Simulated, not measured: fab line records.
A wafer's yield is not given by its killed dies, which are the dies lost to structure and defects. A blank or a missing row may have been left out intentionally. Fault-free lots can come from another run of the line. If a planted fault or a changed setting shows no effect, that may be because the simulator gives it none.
One fault seen from 2 desks    flow n5-finfet    numbers are kept per desk, each desk with only its own; the story behind them comes last

== TOOL OWNER'S DESK, pvd-sputter-01 ==
At N5_MIM_TOP_SPUTTER_03 (material TiN, target thk 35 nm, time 89.7 s) the tool's own readings: per lot run on this tool, the mean of the sampled wafers that have a number. If a lot's mean is further than 4 standard deviations from the usual mean, the lot is out of limits and carries the mark OUT (the distance appears in the brackets).
Columns: A = cathode-dc-power-W at N5_MIM_TOP_SPUTTER_03, usual 2999.9 W; B = chamber-pressure-pa at N5_MIM_TOP_SPUTTER_03, usual 0.5002 Pa; C = throttle-valve-pct at N5_MIM_TOP_SPUTTER_03, usual 30.1 %
lot   first seen here  A       B       C
L374  day 11 17:58     2999.0  0.5006  30.4
This desk's finding: nothing out of limits on the one lot.

== FROM THE METROLOGY DESK ==
What the gauges read for every lot (on any tool): the sampled wafers with a number, averaged. If a lot's mean is further than 4 standard deviations from the usual mean, the lot is out of limits and carries the mark OUT (the distance appears in the brackets). 7 of its 10 readings are shown, namely those furthest out on some lot.
Columns: A = DIBL_N at N5_BEOL_M4_RC_MEAS_101, usual 36.0 mV/V; B = DIBL_P at N5_BEOL_M4_RC_MEAS_101, usual 36.2 mV/V; C = IOFF_P at N5_BEOL_M4_RC_MEAS_101, usual 0.21 nA/um; D = ION_P at N5_BEOL_M4_RC_MEAS_101, usual 463 uA/um; E = SS_P at N5_BEOL_M4_RC_MEAS_101, usual 73.3 mV/dec; F = VT_N at N5_BEOL_M4_RC_MEAS_101, usual 250 mV; G = VT_P at N5_BEOL_M4_RC_MEAS_101, usual -251 mV
lot   first seen here  A     B     C     D    E     F    G
L374  day 8 01:43      36.3  35.2  0.19  453  73.7  251  -254
L379  day 9 23:21      33.3  31.9  0.14  450  72.5  252  -257
L384  day 10 18:38     36.2  37.3  0.22  463  73.7  248  -252
L385  day 11 02:45     40.3  39.7  0.24  468  74.4  248  -249
L390  day 12 05:36     37.6  37.6  0.25  470  73.3  247  -246
L391  day 12 15:52     34.0  34.5  0.18  459  72.9  255  -253
L394  day 13 21:14     38.4  38.6  0.24  467  74.3  249  -247
L396  day 13 23:46     37.0  37.0  0.24  467  73.1  247  -248
L392  day 14 00:33     37.1  37.5  0.27  471  74.0  249  -247
L395  day 14 02:49     36.5  35.7  0.19  460  73.1  249  -253
Result from this desk: across the 10 lots, nothing is out of limits.

== PUT TOGETHER ==
Nothing out of limits was seen by the tool owner's desk.
Metrology desk: nothing out of limits seen.

== WHAT HAD BEEN PUT IN BY THE SIMULATOR ==
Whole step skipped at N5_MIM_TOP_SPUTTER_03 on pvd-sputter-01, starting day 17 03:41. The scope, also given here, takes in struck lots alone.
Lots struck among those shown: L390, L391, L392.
